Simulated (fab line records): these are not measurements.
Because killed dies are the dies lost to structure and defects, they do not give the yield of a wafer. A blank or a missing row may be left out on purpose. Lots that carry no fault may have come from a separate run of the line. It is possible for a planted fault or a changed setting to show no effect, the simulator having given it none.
Which tool was responsible? / flow nand_harc / 20 lots (60 wafers sampled), 1 step of a 1159-step route

WHAT THE GAUGES READ, wafer by wafer
NHARC_A_CONTACT_OVL_MEAS_09.
lot=L076; measured=day 17 04:47; on=overlay-01; overlay_x_nm (nm)=1.7 1.7 2.1; overlay_y_nm (nm)=-0.9 -1.6 -1.3
lot=L075; measured=day 17 06:35; on=overlay-01; overlay_x_nm (nm)=0.5 0.6 0.4; overlay_y_nm (nm)=0.7 0.9 0.7
lot=L077; measured=day 17 11:12; on=overlay-02; overlay_x_nm (nm)=-0.7 -0.8 -0.6; overlay_y_nm (nm)=1.9 0.6 0.7
lot=L078; measured=day 17 15:11; on=overlay-01; overlay_x_nm (nm)=1.1 0.6 1.0; overlay_y_nm (nm)=0.8 0.3 0.5
lot=L079; measured=day 17 17:59; on=overlay-02; overlay_x_nm (nm)=1.4 1.3 1.2; overlay_y_nm (nm)=-1.1 -1.1 -0.7
lot=L081; measured=day 19 03:32; on=overlay-02; overlay_x_nm (nm)=-0.3 -0.1 -0.2; overlay_y_nm (nm)=-0.4 -0.5 0.2
lot=L082; measured=day 19 09:02; on=overlay-01; overlay_x_nm (nm)=0.2 0.8 0.4; overlay_y_nm (nm)=0.6 0.5 0.2
lot=L080; measured=day 19 14:12; on=overlay-02; overlay_x_nm (nm)=0.9 1.3 0.9; overlay_y_nm (nm)=-1.0 -1.2 -0.8
lot=L083; measured=day 19 17:04; on=overlay-01; overlay_x_nm (nm)=0.1 -0.2 -0.1; overlay_y_nm (nm)=0.0 -0.6 -0.6
lot=L084; measured=day 19 19:01; on=overlay-02; overlay_x_nm (nm)=1.1 0.4 0.7; overlay_y_nm (nm)=0.1 0.0 0.3
lot=L088; measured=day 19 19:47; on=overlay-01; overlay_x_nm (nm)=0.2 0.3 0.8; overlay_y_nm (nm)=0.5 0.5 0.2
lot=L085; measured=day 19 20:25; on=overlay-01; overlay_x_nm (nm)=0.8 0.8 0.7; overlay_y_nm (nm)=-0.9 -1.5 -1.0
lot=L086; measured=day 20 01:34; on=overlay-01; overlay_x_nm (nm)=-1.1 -0.1 -0.8; overlay_y_nm (nm)=-2.7 -1.9 -2.3
lot=L090; measured=day 20 14:17; on=overlay-01; overlay_x_nm (nm)=-1.6 -0.9 -0.6; overlay_y_nm (nm)=-0.6 -1.1 -1.2
lot=L089; measured=day 20 17:33; on=overlay-01; overlay_x_nm (nm)=0.1 0.6 0.1; overlay_y_nm (nm)=-0.3 0.0 0.2
lot=L087; measured=day 20 19:54; on=overlay-02; overlay_x_nm (nm)=0.1 -0.1 -0.5; overlay_y_nm (nm)=-0.1 0.3 -0.2
lot=L092; measured=day 20 23:42; on=overlay-01; overlay_x_nm (nm)=-1.0 -1.4 -1.1; overlay_y_nm (nm)=0.4 0.7 1.0
lot=L091; measured=day 21 05:10; on=overlay-01; overlay_x_nm (nm)=-1.1 -0.9 -1.0; overlay_y_nm (nm)=1.0 0.7 0.3
lot=L095; measured=day 22 03:56; on=overlay-01; overlay_x_nm (nm)=0.3 -0.2 0.5; overlay_y_nm (nm)=0.4 -0.3 0.4
lot=L096; measured=day 22 11:58; on=overlay-01; overlay_x_nm (nm)=-0.2 0.1 0.0; overlay_y_nm (nm)=-0.4 -0.4 -0.7

WHICH TOOL RAN EACH LOT (tool, then ch and the chambers of the sampled wafers, then the start)
The record shows no process step preceding these readings.

WHAT THE TOOLS THEMSELVES READ (means of the sampled wafers that have a number; where no wafer has one, the mark that the record gives instead)
The record holds no such reading with a usual standard deviation.

THE ANSWER, worked out from the rows above alone
Rule: the lots themselves supply what counts as usual. The widest of any qualifying gaps counts: lots, ordered by their means at a reading, are off when they make up no more than a third of the lots, leave a main group of 4 or more, and stand apart from it by 3 or more times the standard deviation of that group's means. A main group whose means are all the same, to the digits that the tables above print for the reading, isn't used. A lot without any number at a reading at which 4 lots or more have one is off too. Any other lot the step has rows for is counted as sound. Order of review: gauges by route order, followed by the tools' own readings, for which a lot's mean as printed above is used. The first step at which some lot is off is used, and at that step the reading that is off furthest; a lot without a number counts as furthest.
Nothing can be told from this: no lot is off at any reading shown.

WHAT WAS PUT IN BY THE SIMULATOR
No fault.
